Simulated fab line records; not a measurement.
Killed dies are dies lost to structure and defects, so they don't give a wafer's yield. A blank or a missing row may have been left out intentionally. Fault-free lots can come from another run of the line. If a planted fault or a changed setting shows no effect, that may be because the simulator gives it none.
Code-filled problem report in 8D (eight disciplines) form / flow n5 finfet / the parts of the form that need people (team, actions taken, sign-off) are left out

== 1. PROBLEM STATEMENT ==
N5_BEOL_M0_ETCH_128, rf fwd power W: mean 683.6 W on 2 wafers (1 lot); fault-free wafers 425.9 W, standard deviation 1.5. That is +99 or more standard deviations from the usual mean.
The step: etches SiCN in CF4/N2, target depth 12 nm, overetch 5.1 nm, time 21.4 s.
Earliest sighting: wafer L882.3 on rie diel-06 at day 11 11:10. At this step, 15 wafers from 5 lots have a number in the record. Rule for "out", or "out of limits": more than 4 standard deviations from the usual mean. The other wafers with a number count as sound.

== 2. WHAT IT IS AND WHAT IT IS NOT ==
question=which readings at this step; is=rf fwd power W, rf vpp V; is not=drypump motor current A, oes product au, showerhead plenum p Torr, throttle valve pct
question=which lots; is=L882; is not=L861, L863, L866, L873
question=which wafers of those lots; is=L882.3, L882.6; is not=L882.4
question=read on which tools; is=rie diel-06; is not=rie diel-01, rie diel-05
question=when; is=from day 11 11:10; is not=up to then (13 sound wafers)

== 3. THE SUSPECTS, EACH WITH WHAT RULES IT OUT ==
Counting: any tool at a process step up to the reading remains a suspect provided it ran every lot that is out. Sound lots after the first of them don't rule it out here, since some wafers of a struck lot are sound.
- rie diel-01 at N5_BEOL_M0_CUTY_DESCUM_61 (chemistry O2, time 7.9 s): kept. It processed L882, the lot that is out, at day 11 07:44, and its most recent sound lot before then was L873 at day 9 01:13.
- rie diel-01 at N5_BEOL_M0_ETCH_138 (etches SiCN in CH3F/O2, target depth 12 nm, time 31.6 s): kept. It processed L882, the lot that is out, at day 11 07:56, and its most recent sound lot before then was L873 at day 9 01:25.
- rie metal-03 at N5_BEOL_M0_HM_OPEN_105 (chemistry Cl2/BCl3, target TiN, target depth 12 nm): kept. It processed L882, the lot that is out, at day 11 10:23, and its most recent sound lot before then was L866 at day 7 05:27.
- rie diel-06 at N5_BEOL_M0_STRIP_104 (strips in N2/H2): kept. It processed L882, the lot that is out, at day 11 10:42, and its most recent sound lot before then was L873 at day 9 01:59.
- rie diel-06 at N5_BEOL_M0_ETCH_128 (etches SiCN in CF4/N2, target depth 12 nm, overetch 5.1 nm, time 21.4 s): kept. It processed L882, the lot that is out, at day 11 11:10, and its most recent sound lot before then was L863 at day 6 16:19. Its own readings are out on those wafers: rf fwd power W, rf vpp V.
- Within rie diel-01 at N5_BEOL_M0_CUTY_DESCUM_61: the wafers that are out ran in chamber 1; their sound lot-mates ran in chamber 2.
- Within rie diel-01 at N5_BEOL_M0_ETCH_138: the wafers that are out ran in chamber 1; their sound lot-mates ran in chamber 2.
- Within rie diel-06 at N5_BEOL_M0_STRIP_104: the wafers that are out ran in chamber 1; their sound lot-mates ran in chamber 0.
- Within rie diel-06 at N5_BEOL_M0_ETCH_128: the wafers that are out ran in chamber 0; their sound lot-mates ran in chamber 1.
Left after counting: rie diel-01 at N5_BEOL_M0_CUTY_DESCUM_61, rie diel-01 at N5_BEOL_M0_ETCH_138, rie metal-03 at N5_BEOL_M0_HM_OPEN_105, rie diel-06 at N5_BEOL_M0_STRIP_104, rie diel-06 at N5_BEOL_M0_ETCH_128.

== 4. THE CAUSE (what the simulator had put in) ==
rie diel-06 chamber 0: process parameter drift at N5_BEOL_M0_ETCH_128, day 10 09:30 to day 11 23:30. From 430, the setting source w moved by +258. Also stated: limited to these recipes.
This tool is one of the 5 suspects left after counting.

== 5. THE CHAIN OF EFFECTS, in route order ==
One row per reading whose mean, taken over the struck wafers that have a number, lies over 3 standard deviations from the usual. Only readings whose record carries a usual standard deviation are examined. hours: median over the lots of the time between each lot's start at the first step of this table that gives one and its start at this step. sigmas: the change, counted in usual standard deviations.
hours=0; step=N5_BEOL_M0_ETCH_128; reading=rf fwd power W; usual=425.9 W; on struck wafers=683.6; change=+257.8; sigmas=+99 or more
hours=0; step=N5_BEOL_M0_ETCH_128; reading=rf vpp V; usual=381.6 V; on struck wafers=325.1; change=-56.5; sigmas=-30
Its process steps:
- N5_BEOL_M0_ETCH_128: etches SiCN in CF4/N2, target depth 12 nm, overetch 5.1 nm, time 21.4 s.
Later measuring or inspecting steps at which every struck wafer that the step has a row for has a number for every such reading, and none has moved that far: N5_BEOL_M4_RC_MEAS_101.

== 6. WHAT WOULD HAVE CAUGHT IT SOONER ==
First out-of-limits reading in this record: day 11 11:10, which is 26 hours after fault onset at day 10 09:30.
